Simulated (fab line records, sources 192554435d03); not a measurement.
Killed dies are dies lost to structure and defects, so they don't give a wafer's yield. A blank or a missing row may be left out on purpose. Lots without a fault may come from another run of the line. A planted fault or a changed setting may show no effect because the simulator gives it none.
fab line records | flow n5_finfet | part 1 of 2: steps 1 to 24 of 36
record lots=5 wafers=15 last_day=18
route steps=1938 shown BEOL_M0@749 BEOL_M1@751
lots that met no fault: from a run of the same line without faults
start_h: hours from the record's first day to the start of the lot's first wafer shown | wait_h: hours since the lot's step before | " the same as in the row above | L1.1+2: a row that stands for several wafers | - no value, or no start given | * or withheld: withheld | < > ~ a bound
route shown NAME@n: a module of which the file shows steps, and the number in the route of the first | usual: mean/standard deviation of fault-free wafers | same: alike in all rows | chamber/n: place in a boat | sites: the reading at each site | _std_site: their standard deviation | _edge_site: outer sites' mean less inner sites' | radius_mm: how far each site lies from the wafer's centre | mask NAME#n: copy n | behind: the tool/chamber that last shaped the wafer | hold: why the lot was held/for how many hours/how that ended | device: the transistor (n, p or np) that didn't switch | end of line: the same wafers' tests at the end of the route | a step without rows: its recipe alone | killed: dies lost to structure and defects at the first sort, not the wafer's yield | map: a wafer's dies, x killed, . not, _ none there
set.NAME: the setting as run; set.NAME@STEP: as run at that earlier step | model.NAME: the simulator's own value behind a step, which no gauge read
lots at some steps of the route; a table a step, a row a wafer
services: from which hour (start_h, from the record's first day; less than 0 if before it) a tool's chamber was out of use, for how many hours, and why
## steps
# step N5_BEOL_M0_RS_MEAS_126
# recipe thk_meas_gauge=four-point-probe reads=Co_of_BEOL_M0_CO_CAP_123+Cu_of_BEOL_M0_ECD_118+Co_of_BEOL_M0_CVD_115+TaN_of_BEOL_M0_ALD_136
# usual M0_RS=0.547/0.02
# columns lot.wafer tool chamber start_h wait_h M0_RS[ohm/sq]
L078.2 film_metro-02 - 146.49 0.1 0.589
L078.5 " - " " 0.545
L078.6 " - " " 0.565
L082.1 film_metro-02 - 167.69 0.0 0.534
L082.3 " - " " 0.538
L082.6 " - " " 0.536
L090.2 film_metro-02 - 218.24 0.1 0.558
L090.3 " - " " 0.558
L090.5 " - " " 0.537
L096.1 film_metro-01 - 246.03 0.0 0.532
L096.2 " - " " 0.547
L096.3 " - " " 0.533
L097.2 film_metro-02 - 257.15 0.1 0.530
L097.5 " - " " 0.524
L097.6 " - " " 0.533
# step N5_BEOL_M0_INSPECT_127
# recipe inspect_instrument=darkfield mode=post_dep
# usual raw_defect_count=72/25
# columns lot.wafer tool chamber start_h wait_h raw_defect_count
L078.2 defect_inspect-01 - 146.51 0.0 45
L078.5 " - " " 73
L078.6 " - " " 67
L082.1 defect_inspect-01 - 167.71 0.0 63
L082.3 " - " " 49
L082.6 " - " " 38
L090.2 defect_inspect-02 - 218.26 0.0 84
L090.3 " - " " 84
L090.5 " - " " 76
L096.1 defect_inspect-01 - 246.05 0.0 77
L096.2 " - " " 63
L096.3 " - " " 116
L097.2 defect_inspect-02 - 257.17 0.0 75
L097.5 " - " " 82
L097.6 " - " " 60
# step N5_BEOL_M1_ILD_DEP_00
# recipe material=SiOC target_thk_a=790 temp_c=350 precursor=DEMS/O2 pressure_torr=5 rf_w=500 time_s=15.3
# usual heater_power_w=467/65 showerhead_plenum_p_Torr=5.694/0.01 throttle_valve_pct=12.0/0.4
# columns lot.wafer tool chamber start_h wait_h heater_power_w showerhead_plenum_p_Torr throttle_valve_pct
L078.2 pecvd-03 0 146.55 0.0 491 5.706 11.6
L078.5 " 0 " " 493 5.698 11.3
L078.6 " 1 " " 413 5.675 12.4
L082.1 pecvd-04 0 167.75 0.0 475 5.688 12.2
L082.3 " 1 " " 464 5.679 12.3
L082.6 " 2 " " 461 5.687 11.6
L090.2 pecvd-04 1 218.30 0.0 461 5.683 12.3
L090.3 " 2 " " 440 5.711 11.5
L090.5 " 2 " " 459 5.694 11.7
L096.1 pecvd-04 1 246.09 0.0 455 5.696 12.0
L096.2 " 0 " " 497 5.687 12.2
L096.3 " 2 " " 371 5.681 11.7
L097.2 pecvd-03 2 257.21 0.0 437 5.707 12.1
L097.5 " 0 " " 575 5.698 11.4
L097.6 " 2 " " 434 5.709 11.9
# step N5_BEOL_M1_THK_MEAS_01
# recipe reads=SiOC_of_BEOL_M1_ILD_DEP_00
# usual M1_ILD_THK=79.2/0.77
# columns lot.wafer tool chamber start_h wait_h M1_ILD_THK[nm]
L078.2 film_metro-01 - 146.62 0.1 78.8
L078.5 " - " " 79.5
L078.6 " - " " 79.5
L082.1 film_metro-02 - 167.81 0.0 78.6
L082.3 " - " " 78.7
L082.6 " - " " 80.0
L090.2 film_metro-02 - 218.37 0.1 79.0
L090.3 " - " " 79.7
L090.5 " - " " 79.7
L096.1 film_metro-02 - 246.16 0.0 78.9
L096.2 " - " " 78.5
L096.3 " - " " 78.3
L097.2 film_metro-01 - 257.28 0.1 78.0
L097.5 " - " " 78.8
L097.6 " - " " 79.5
# step N5_BEOL_M1_PECVD_72
# recipe material=SiO2 target_thk_a=160 temp_c=400 precursor=TEOS/O2 pressure_torr=5.5 rf_w=450 teos_flow_sccm=53.8 gas=O2 flow_sccm=3000 time_s=18
# usual heater_power_w=698/79 showerhead_plenum_p_Torr=8.78/0.031 throttle_valve_pct=22.5/0.83
# columns lot.wafer tool chamber start_h wait_h heater_power_w showerhead_plenum_p_Torr throttle_valve_pct
L078.2 pecvd-04 0 146.65 0.0 717 8.77 22.7
L078.5 " 0 " " 723 8.76 22.7
L078.6 " 2 " " 644 8.79 22.0
L082.1 pecvd-03 1 167.85 0.0 595 8.75 23.1
L082.3 " 0 " " 718 8.82 21.9
L082.6 " 2 " " 739 8.78 22.4
L090.2 pecvd-02 2 218.40 0.0 736 8.75 21.1
L090.3 " 0 " " 778 8.81 23.5
L090.5 " 2 " " 730 8.73 21.1
L096.1 pecvd-02 1 246.19 0.0 595 8.79 23.1
L096.2 " 0 " " 719 8.81 23.5
L096.3 " 2 " " 706 8.73 21.0
L097.2 pecvd-04 1 257.31 0.0 672 8.75 22.3
L097.5 " 2 " " 623 8.77 22.0
L097.6 " 0 " " 643 8.76 22.7
# step N5_BEOL_M1_HM_DEP_02
# recipe material=TiN target_thk_a=200 temp_c=25 chamber_pressure_pa=0.49996
# usual throttle_valve_pct=29.8/0.82
# columns lot.wafer tool chamber start_h wait_h throttle_valve_pct
L078.2 pvd_sputter-03 - 148.55 1.9 30.5
L078.5 " - " " 29.0
L078.6 " - " " 30.7
L082.1 pvd_sputter-03 - 169.04 1.2 30.3
L082.3 " - " " 30.4
L082.6 " - " " 30.5
L090.2 pvd_sputter-02 - 221.69 3.3 30.1
L090.3 " - " " 30.7
L090.5 " - " " 30.1
L096.1 pvd_sputter-01 - 246.28 0.1 30.6
L096.2 " - " " 30.6
L096.3 " - " " 29.0
L097.2 pvd_sputter-02 - 259.09 1.8 29.9
L097.5 " - " " 29.9
L097.6 " - " " 28.9
# step N5_BEOL_M1_COAT_61
# recipe resist=SOC temp_c=250 time_s=60 spin_rpm=1500 resist_thk_nm=60
# columns lot.wafer tool chamber start_h wait_h
L078.2+5+6 litho_track-02 0 148.68 0.1
L082.1+3+6 litho_track-05 0 169.16 0.1
L090.2+3+5 litho_track-01 0 221.82 0.1
L096.1+2+3 litho_track-02 0 246.40 0.1
L097.2+5+6 litho_track-05 0 259.22 0.1
# step N5_BEOL_M1_COAT_62
# recipe resist=SiARC temp_c=220 time_s=60 spin_rpm=1500 resist_thk_nm=12
# columns lot.wafer tool chamber start_h wait_h
L078.2+5+6 litho_track-02 0 - -
L082.1+3+6 litho_track-05 0 - -
L090.2+3+5 litho_track-01 0 - -
L096.1+2+3 litho_track-02 0 - -
L097.2+5+6 litho_track-05 0 - -
# step N5_BEOL_M1_COAT_73
# recipe resist=underlayer temp_c=205 time_s=60 spin_rpm=1500 resist_thk_nm=5
# columns lot.wafer tool chamber start_h wait_h
L078.2+5+6 litho_track-02 0 - -
L082.1+3+6 litho_track-05 0 - -
L090.2+3+5 litho_track-01 0 - -
L096.1+2+3 litho_track-02 0 - -
L097.2+5+6 litho_track-05 0 - -
# step N5_BEOL_M1_COAT_05
# recipe resist=CAR-EUV spin_rpm=1500 resist_thk_nm=30
# columns lot.wafer tool chamber start_h wait_h
L078.2+5+6 litho_track-02 0 - -
L082.1+3+6 litho_track-05 0 - -
L090.2+3+5 litho_track-01 0 - -
L096.1+2+3 litho_track-02 0 - -
L097.2+5+6 litho_track-05 0 - -
# step N5_BEOL_M1_EBR_07
# recipe solvent=PGMEA ebr_width_mm=1.5
# columns lot.wafer tool chamber start_h wait_h
L078.2+5+6 litho_track-02 0 - -
L082.1+3+6 litho_track-05 0 - -
L090.2+3+5 litho_track-01 0 - -
L096.1+2+3 litho_track-02 0 - -
L097.2+5+6 litho_track-05 0 - -
# step N5_BEOL_M1_SOFTBAKE_06
# recipe temp_c=110 time_s=60 resist=CAR-EUV
# columns lot.wafer tool chamber start_h wait_h
L078.2+5+6 litho_track-02 0 - -
L082.1+3+6 litho_track-05 0 - -
L090.2+3+5 litho_track-01 0 - -
L096.1+2+3 litho_track-02 0 - -
L097.2+5+6 litho_track-05 0 - -
# step N5_BEOL_M1_EXPOSE_08
# recipe mask_id=M1 na=0.33 source_shape=dipole sigma_inner=0.369 sigma_outer=0.767 polarization=unpolarized dose_mj=33
# columns lot.wafer tool chamber start_h wait_h mask
L078.2+5+6 euv_scanner-01 0 148.95 - M1#0
L082.1+3+6 euv_scanner-01 0 169.42 - M1#0
L090.2+3+5 euv_scanner-02 0 222.03 - M1#0
L096.1+2+3 euv_scanner-02 0 246.54 - M1#0
L097.2+5+6 euv_scanner-02 0 259.36 - M1#0
# step N5_BEOL_M1_PEB_09
# recipe peb_temp_c=100 peb_time_s=60 resist=CAR-EUV
# columns lot.wafer tool chamber start_h wait_h
L078.2+5+6 litho_track-05 0 149.00 0.0
L082.1+3+6 litho_track-05 0 169.48 0.1
L090.2+3+5 litho_track-01 0 222.08 0.0
L096.1+2+3 litho_track-02 0 246.60 0.1
L097.2+5+6 litho_track-01 0 259.41 0.0
# step N5_BEOL_M1_DEVELOP_10
# recipe develop_time_s=30 developer=TMAH resist=CAR-EUV rinse_liquid=surfactant_rinse dry=air_spin dev_temp_c=23
# columns lot.wafer tool chamber start_h wait_h
L078.2+5+6 litho_track-05 0 - -
L082.1+3+6 litho_track-05 0 - -
L090.2+3+5 litho_track-01 0 - -
L096.1+2+3 litho_track-02 0 - -
L097.2+5+6 litho_track-01 0 - -
# step N5_BEOL_M1_CD_MEAS_11
# recipe target_cd_nm=17.05 landing_energy_ev=500 detector=se_inlens polarity=opening
# usual cd_nm=17.03/0.21
# columns lot.wafer tool chamber start_h wait_h cd_nm
L078.2 cd_sem-02 0 149.07 - 16.52
L078.5 " 0 " " 17.09
L078.6 " 0 " " 16.75
L082.1 cd_sem-02 0 169.55 - 16.93
L082.3 " 0 " " 17.20
L082.6 " 0 " " 16.96
L090.2 cd_sem-02 0 222.15 - 17.26
L090.3 " 0 " " 17.20
L090.5 " 0 " " 17.17
L096.1 cd_sem-03 0 246.67 - 17.10
L096.2 " 0 " " 17.02
L096.3 " 0 " " 16.63
L097.2 cd_sem-01 0 259.48 - 17.31
L097.5 " 0 " " 16.98
L097.6 " 0 " " 17.65
# step N5_BEOL_M1_OVL_MEAS_12
# recipe points_per_wafer=522
# usual M1_OVL=-0.3/0.79
# columns lot.wafer tool chamber start_h wait_h M1_OVL[nm]
L078.2 overlay-02 0 149.10 0.0 -1.1
L078.5 " 0 " " 0.8
L078.6 " 0 " " -0.5
L082.1 overlay-02 0 169.58 0.0 -0.9
L082.3 " 0 " " -0.6
L082.6 " 0 " " 0.4
L090.2 overlay-02 0 222.18 0.0 0.4
L090.3 " 0 " " -0.7
L090.5 " 0 " " -0.1
L096.1 overlay-02 0 246.70 0.0 -1.2
L096.2 " 0 " " -0.1
L096.3 " 0 " " -0.6
L097.2 overlay-01 0 259.52 0.0 -0.9
L097.5 " 0 " " 0.0
L097.6 " 0 " " -0.8
# step N5_BEOL_M1_INSPECT_13
# recipe mode=adi inspect_instrument=brightfield
# usual raw_defect_count=455/95
# columns lot.wafer tool chamber start_h wait_h raw_defect_count
L078.2 defect_inspect-01 - 149.16 0.0 370
L078.5 " - " " 416
L078.6 " - " " 433
L082.1 defect_inspect-02 - 169.64 0.1 410
L082.3 " - " " 453
L082.6 " - " " 433
L090.2 defect_inspect-01 - 222.24 0.0 479
L090.3 " - " " 444
L090.5 " - " " 474
L096.1 defect_inspect-01 - 246.75 0.1 342
L096.2 " - " " 400
L096.3 " - " " 543
L097.2 defect_inspect-02 - 259.57 0.0 328
L097.5 " - " " 416
L097.6 " - " " 396
# step N5_BEOL_M1_DESCUM_16
# recipe chemistry=O2 time_s=7 source_power_w=50 bias_power_w=20 pressure_mtorr=20 rf_frequency_hz=2.712e+07 temp_c=40 resist=CAR-EUV o2_flow_sccm=225
# usual drypump_motor_current_A=5.4/0.33 oes_product_au=0.79/0.098 rf_vpp_V=243.0/1.3 showerhead_plenum_p_Torr=2.08/0.069 throttle_valve_pct=20.51/0.25
# columns lot.wafer tool chamber start_h wait_h drypump_motor_current_A oes_product_au rf_hours_counter_h rf_vpp_V showerhead_plenum_p_Torr throttle_valve_pct
L078.2 rie_diel-04 3 149.68 0.5 5.6 0.90 41 243.4 2.05 20.10
L078.5 " 0 " " 5.1 0.65 - 242.9 2.05 20.87
L078.6 " 2 " " 5.8 0.67 - 240.9 1.98 20.84
L082.1 rie_diel-06 2 169.80 0.2 5.4 0.68 245 242.3 1.97 20.71
L082.3 " 1 " " 4.9 0.77 143 244.1 2.19 20.60
L082.6 " 2 " " 5.4 0.68 - 242.7 1.98 20.72
L090.2 rie_diel-06 3 222.27 0.0 5.9 0.92 28 241.8 2.04 20.36
L090.3 " 0 " " 5.3 0.74 161 243.5 2.09 20.85
L090.5 " 3 " " 5.8 0.92 - 242.2 2.04 20.38
L096.1 rie_diel-02 0 246.81 0.1 5.4 0.77 123 242.0 2.02 20.43
L096.2 " 2 " " 6.1 0.71 181 241.1 2.08 20.50
L096.3 " 3 " " 5.2 0.69 225 242.7 2.06 20.23
L097.2 rie_diel-06 0 259.60 0.0 5.3 0.74 175 242.6 2.09 20.87
L097.5 " 0 " " 5.2 0.73 - 243.2 2.09 20.88
L097.6 " 3 " " 5.9 0.90 - 243.1 2.04 20.35
# step N5_BEOL_M1_ETCH_74
# recipe chemistry=N2/H2 target=underlayer target_depth_a=65 mask_material=CAR-EUV time_s=5.2 ion_energy_ev=200 pressure_mtorr=30 source_w=840 bias_w=150 n2_flow_sccm=200 h2_flow_sccm=200 ends=cleared
# usual drypump_motor_current_A=5.4/0.33 etch_rf_on_time_s=5.20/0.091 n2_flow_sccm=200.1/0.53 oes_product_au=0.68/0.083 rf_vpp_V=523.6/2.6 showerhead_plenum_p_Torr=2.53/0.083 throttle_valve_pct=17.93/0.24
# columns lot.wafer tool chamber start_h wait_h drypump_motor_current_A etch_rf_on_time_s n2_flow_sccm oes_product_au rf_hours_counter_h rf_vpp_V showerhead_plenum_p_Torr throttle_valve_pct
L078.2 rie_diel-04 3 149.72 0.0 5.6 5.12 199.2 0.77 41 519.7 2.48 17.45
L078.5 " 0 " " 5.1 5.20 200.1 0.57 - 523.4 2.50 18.36
L078.6 " 2 " " 5.8 5.31 200.2 0.59 - 521.9 2.40 18.35
L082.1 rie_diel-06 2 169.83 0.0 5.3 5.29 200.2 0.58 245 520.5 2.40 18.17
L082.3 " 1 " " 4.9 5.14 199.0 0.66 143 528.2 2.65 17.96
L082.6 " 2 " " 5.3 5.23 201.0 0.58 - 521.7 2.40 18.17
L090.2 rie_diel-06 3 222.30 0.0 5.9 5.30 199.4 0.79 28 521.8 2.49 17.88
L090.3 " 0 " " 5.3 5.23 199.3 0.64 161 524.7 2.53 18.16
L090.5 " 3 " " 5.9 5.32 200.7 0.77 - 523.4 2.49 17.86
L096.1 rie_diel-02 0 246.84 0.0 5.4 5.03 200.4 0.67 123 522.3 2.45 17.90
L096.2 " 2 " " 6.0 5.20 199.4 0.61 181 521.4 2.53 17.97
L096.3 " 3 " " 5.2 5.24 200.5 0.60 225 523.1 2.51 17.77
L097.2 rie_diel-06 0 259.64 0.0 5.3 5.26 199.7 0.62 175 521.4 2.53 18.19
L097.5 " 0 " " 5.3 5.26 200.4 0.63 - 523.8 2.53 18.16
L097.6 " 3 " " 5.9 5.26 198.5 0.77 - 521.1 2.49 17.87
# step N5_BEOL_M1_ETCH_63
# recipe chemistry=CF4 target=SiARC target_depth_a=156 mask_material=CAR-EUV time_s=26 ion_energy_ev=80 pressure_mtorr=40 source_w=545 bias_w=36 Ar_flow_sccm=100 cf4_flow_sccm=100 ends=cleared
# usual drypump_motor_current_A=5.4/0.33 etch_rf_on_time_s=26.0/0.42 oes_product_au=0.68/0.082 rf_vpp_V=184.0/1.1 showerhead_plenum_p_Torr=2.13/0.067 throttle_valve_pct=15.67/0.26
# columns lot.wafer tool chamber start_h wait_h drypump_motor_current_A etch_rf_on_time_s oes_product_au rf_hours_counter_h rf_vpp_V showerhead_plenum_p_Torr throttle_valve_pct
L078.2 rie_diel-04 3 149.73 0.0 5.6 25.3 0.77 42 182.7 2.10 15.19
L078.5 " 0 " " 5.1 25.7 0.57 - 182.9 2.10 16.10
L078.6 " 2 " " 5.8 26.3 0.58 - 183.4 2.03 16.05
L082.1 rie_diel-06 2 169.85 0.0 5.4 26.5 0.58 245 182.7 2.03 15.94
L082.3 " 1 " " 4.9 25.3 0.67 143 184.5 2.23 15.75
L082.6 " 2 " " 5.4 26.5 0.59 - 183.7 2.03 15.96
L090.2 rie_diel-06 3 222.32 0.0 5.8 26.4 0.77 28 182.4 2.09 15.46
L090.3 " 0 " " 5.3 25.9 0.64 161 184.9 2.14 15.98
L090.5 " 3 " " 5.9 26.3 0.78 - 183.8 2.09 15.45
L096.1 rie_diel-02 0 246.86 0.0 5.4 25.5 0.67 123 183.9 2.07 15.58
L096.2 " 2 " " 6.0 26.0 0.62 181 182.4 2.13 15.74
L096.3 " 3 " " 5.2 26.4 0.60 225 184.0 2.11 15.52
L097.2 rie_diel-06 0 259.65 0.0 5.3 26.4 0.63 175 184.8 2.13 16.02
L097.5 " 0 " " 5.3 26.6 0.62 - 183.1 2.13 16.02
L097.6 " 3 " " 5.9 26.9 0.76 - 183.7 2.09 15.49
# step N5_BEOL_M1_ETCH_64
# recipe chemistry=N2/H2 target=SOC target_depth_a=750 overetch_a=150 mask_material=SiARC temp_c=40 time_s=112.5 ion_energy_ev=200 pressure_mtorr=30 source_w=840 bias_w=150 n2_flow_sccm=200 h2_flow_sccm=200
# usual drypump_motor_current_A=5.4/0.33 n2_flow_sccm=200.0/0.54 oes_product_au=0.63/0.073 rf_vpp_V=523.4/2.4 showerhead_plenum_p_Torr=2.53/0.083 throttle_valve_pct=17.89/0.24
# columns lot.wafer tool chamber start_h wait_h drypump_motor_current_A n2_flow_sccm oes_product_au rf_hours_counter_h rf_vpp_V showerhead_plenum_p_Torr throttle_valve_pct
L078.2 rie_diel-04 3 149.76 0.0 5.6 199.4 0.70 42 523.0 2.48 17.39
L078.5 " 0 " " 5.1 199.7 0.52 - 521.8 2.50 18.30
L078.6 " 2 " " 5.8 200.0 0.55 - 518.4 2.40 18.31
L082.1 rie_diel-06 2 169.88 0.0 5.4 200.1 0.54 245 519.8 2.40 18.14
L082.3 " 1 " " 4.9 200.4 0.61 143 527.5 2.65 17.93
L082.6 " 2 " " 5.4 200.5 0.54 - 520.8 2.40 18.14
L090.2 rie_diel-06 3 222.35 0.0 5.9 199.5 0.72 28 522.1 2.49 17.82
L090.3 " 0 " " 5.2 200.1 0.59 161 524.1 2.53 18.09
L090.5 " 3 " " 5.9 200.0 0.72 - 521.4 2.49 17.82
L096.1 rie_diel-02 0 246.89 0.0 5.4 199.8 0.61 123 521.3 2.45 17.87
L096.2 " 2 " " 6.0 199.6 0.57 181 525.1 2.53 17.96
L096.3 " 3 " " 5.3 199.3 0.56 225 523.3 2.51 17.74
L097.2 rie_diel-06 0 259.68 0.0 5.3 199.5 0.59 175 522.6 2.53 18.12
L097.5 " 0 " " 5.2 199.9 0.58 - 522.2 2.53 18.12
L097.6 " 3 " " 5.9 199.6 0.71 - 521.6 2.49 17.83
# step N5_BEOL_M1_STRIP_65
# recipe chemistry=N2/H2 temp_c=40 n2_flow_sccm=200 h2_flow_sccm=200 rf_frequency_hz=6e+07
# columns lot.wafer tool chamber start_h wait_h
L078.2+5+6 rie_diel-04 3,0,2 149.87 0.1
L082.1+3+6 rie_diel-06 2,1,2 169.98 0.1
L090.2+3+5 rie_diel-06 3,0,3 222.46 0.1
L096.1+2+3 rie_diel-02 0,2,3 246.99 0.1
L097.2+5+6 rie_diel-06 0,0,3 259.79 0.1
# step N5_BEOL_M1_STRIP_75
# recipe chemistry=N2/H2 temp_c=40 n2_flow_sccm=200 h2_flow_sccm=200 rf_frequency_hz=6e+07
# columns lot.wafer tool chamber start_h wait_h
L078.2+5+6 rie_diel-04 3,0,2 149.88 0.0
L082.1+3+6 rie_diel-06 2,1,2 169.99 0.0
L090.2+3+5 rie_diel-06 3,0,3 222.47 0.0
L096.1+2+3 rie_diel-02 0,2,3 247.00 0.0
L097.2+5+6 rie_diel-06 0,0,3 259.80 0.0
